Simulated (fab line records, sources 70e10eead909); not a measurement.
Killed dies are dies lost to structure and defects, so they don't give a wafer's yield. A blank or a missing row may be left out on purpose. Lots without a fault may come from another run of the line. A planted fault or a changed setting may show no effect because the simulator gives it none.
Chamber matching | flow nand_harc | NHARC_P_BONDPAD_DEP_00 on pecvd-01: 3 sister chambers
The step deposits SiCN, target thk 250 nm. 14 wafers are shown with their chamber, then 7 later ones without.

WAFERS WITH THEIR CHAMBER
wafer  | chamber | heater_power_w (W)
L076.1 | 0       | 626
L076.3 | 2       | 622
L076.5 | 1       | 470
L079.3 | 0       | 584
L079.5 | 1       | 467
L079.6 | 2       | 719
L078.2 | 2       | 689
L078.4 | 2       | 724
L078.5 | 1       | 480
L087.1 | 1       | 486
L087.2 | 0       | 566
L087.4 | 1       | 494
L091.1 | 2       | 690
L091.2 | 0       | 621

SIGNATURES (means of the wafers above)
reading        | chamber 0 | chamber 1 | chamber 2 | scatter within a chamber
heater_power_w | 599.25    | 479.40    | 688.80    | 29.6
Rule: a wafer's distance from a chamber is the root of the sum, over the readings, of the square of ((its reading less the chamber's mean) divided by the reading's scatter). The wafer belongs to the nearest chamber; if the next one is less than 2 further off, it can't be placed. The scatter: the root of (the sum of the squares of (reading less its chamber's mean) over the shown wafers, divided by (wafers less chambers)).

WAFERS WITHOUT THEIR CHAMBER
wafer  | heater_power_w (W)
L091.3 | 484
L090.3 | 706
L090.4 | 471
L090.6 | 715
L094.1 | 523
L094.4 | 564
L094.6 | 658

WHICH CHAMBER EACH WENT THROUGH
wafer  | from the rows above     | in truth
L091.3 | 1                       | 1
L090.3 | 2                       | 2
L090.4 | 1                       | 1
L090.6 | 2                       | 2
L094.1 | can't be placed: 1 or 0 | 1
L094.4 | can't be placed: 0 or 1 | 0
L094.6 | can't be placed: 2 or 0 | 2
Placed correctly: 4 of 7. Can't be placed from these rows: 3 (the true chamber is among the candidates in 3). Placed wrongly: 0.
